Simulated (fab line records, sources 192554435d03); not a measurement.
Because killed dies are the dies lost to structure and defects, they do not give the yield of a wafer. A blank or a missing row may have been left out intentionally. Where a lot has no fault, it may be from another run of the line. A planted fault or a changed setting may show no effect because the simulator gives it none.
3 desks, one fault || flow n5-finfet || only its own numbers are on each desk; what lay behind them is given at the end

== THE DEFECT DESK ==
Lot by lot, what the route's inspections counted, given as the mean of those sampled wafers with a number. Any lot whose mean is over 4 standard deviations away from the usual mean is out of limits and marked OUT; that distance is given in the brackets.
Columns: A = raw-defect-count at N5_SPACER0_INSPECT_04, usual 134
{"lot": "L961", "first seen here": "day 4 06:39", "A": 153}
{"lot": "L962", "first seen here": "day 4 13:26", "A": 130}
{"lot": "L963", "first seen here": "day 4 18:27", "A": 102}
{"lot": "L964", "first seen here": "day 5 03:20", "A": 112}
{"lot": "L969", "first seen here": "day 6 09:18", "A": 121}
{"lot": "L970", "first seen here": "day 6 16:16", "A": 136}
{"lot": "L973", "first seen here": "day 7 10:26", "A": 157}
{"lot": "L976", "first seen here": "day 8 00:32", "A": 120}
{"lot": "L977", "first seen here": "day 8 07:02", "A": 152}
This desk's finding: nothing out of limits on any of the 9 lots.

== THE METROLOGY DESK ==
What the gauges read, lot by lot, whatever tool the lot ran on: means of the sampled wafers that have a number. Any lot whose mean is over 4 standard deviations away from the usual mean is out of limits and marked OUT; that distance is given in the brackets. Readings shown: 7 of its 12, picked as those furthest out on some lot.
Columns: A = cd-nm at N5_SD_EPI_P_CD_MEAS_09, usual 239.3 nm; B = DIBL_N at N5_BEOL_M4_RC_MEAS_101, usual 36.1 mV/V; C = IOFF_N at N5_BEOL_M4_RC_MEAS_101, usual 0.159 nA/um; D = IOFF_P at N5_BEOL_M4_RC_MEAS_101, usual 0.21 nA/um; E = ION_N at N5_BEOL_M4_RC_MEAS_101, usual 675 uA/um; F = ION_P at N5_BEOL_M4_RC_MEAS_101, usual 464 uA/um; G = VT_P at N5_BEOL_M4_RC_MEAS_101, usual -250 mV
{"lot": "L961", "first seen here": "day 4 07:03", "A": 239.9, "B": 35.9, "C": 0.157, "D": 0.22, "E": 675, "F": 468, "G": -251}
{"lot": "L962", "first seen here": "day 4 13:43", "A": 238.9, "B": 37.4, "C": 0.163, "D": 0.21, "E": 673, "F": 463, "G": -250}
{"lot": "L963", "first seen here": "day 4 18:51", "A": 238.8, "B": 38.7, "C": 0.213, "D": 0.24, "E": 686, "F": 465, "G": -250}
{"lot": "L964", "first seen here": "day 5 03:44", "A": 240.1, "B": 37.1, "C": 0.156, "D": 0.22, "E": 669, "F": 464, "G": -249}
{"lot": "L969", "first seen here": "day 6 09:42", "A": 239.8, "B": 35.9, "C": 0.145, "D": 0.21, "E": 671, "F": 465, "G": -251}
{"lot": "L970", "first seen here": "day 6 16:40", "A": 239.6, "B": 36.7, "C": 0.177, "D": 0.19, "E": 685, "F": 459, "G": -253}
{"lot": "L973", "first seen here": "day 7 10:43", "A": 242.1, "B": 36.4, "C": 0.162, "D": 0.19, "E": 671, "F": 458, "G": -254}
{"lot": "L976", "first seen here": "day 8 00:48", "A": 241.3, "B": 37.5, "C": 0.191, "D": 0.28, "E": 693, "F": 479, "G": -242}
{"lot": "L977", "first seen here": "day 8 07:26", "A": 238.4, "B": 35.0, "C": 0.145, "D": 0.18, "E": 669, "F": 456, "G": -254}
This desk's finding: nothing out of limits on any of the 9 lots.

== TOOL OWNER'S DESK, arfi-scanner-03 ==
The tool's own readings at N5_SD_EPI_P_EXPOSE_06 (exposes mask SD P BLK, target cd 240 nm): means of the sampled wafers that have a number, for each lot that ran on this tool. Any lot whose mean is over 4 standard deviations away from the usual mean is out of limits and marked OUT; that distance is given in the brackets.
Columns: A = exposure-dose-mJ-cm2 at N5_SD_EPI_P_EXPOSE_06, usual 39.48; B = focus-offset-nm at N5_SD_EPI_P_EXPOSE_06, usual -0.1 nm; C = stage-vel-mm-s at N5_SD_EPI_P_EXPOSE_06, usual 499.95 mm/s
{"lot": "L962", "first seen here": "day 4 18:10", "A": 39.47, "B": -0.5, "C": 500.06}
{"lot": "L963", "first seen here": "day 4 23:02", "A": 39.50, "B": 0.1, "C": 500.13}
{"lot": "L969", "first seen here": "day 6 14:42", "A": 39.46, "B": -0.2, "C": 500.13}
{"lot": "L973", "first seen here": "day 7 15:29", "A": "41.55 (+53) OUT", "B": 0.2, "C": 499.75}
{"lot": "L976", "first seen here": "day 8 05:20", "A": "41.09 (+41) OUT", "B": 0.4, "C": 499.97}
This desk's finding: out of limits on L973, L976; first on L973, day 7 15:29 (exposure-dose-mJ-cm2 at N5_SD_EPI_P_EXPOSE_06). L962, L963, L969 stayed within limits.

== BROUGHT TOGETHER ==
The tool owner's desk could have raised an alarm at day 7 15:29, on L973, L976.
No out-of-limits result turned up at the defect desk.
The metrology desk saw nothing out of limits.
The defect desk has L973, L976 on record, within its limits.
The metrology desk has L973, L976 on record, within its limits.
The lots listed all ran N5_SD_EPI_P_EXPOSE_06 on arfi-scanner-03.

== WHAT HAD BEEN PUT IN BY THE SIMULATOR ==
Process parameter drift: arfi-scanner-03, from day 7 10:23 on, at N5_SD_EPI_P_EXPOSE_06. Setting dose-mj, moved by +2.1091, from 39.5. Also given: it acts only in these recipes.
Lots struck among those shown: L973, L976.
Delay in hours, fault start to first out-of-limits reading, by desk: the tool owner's desk at 5.
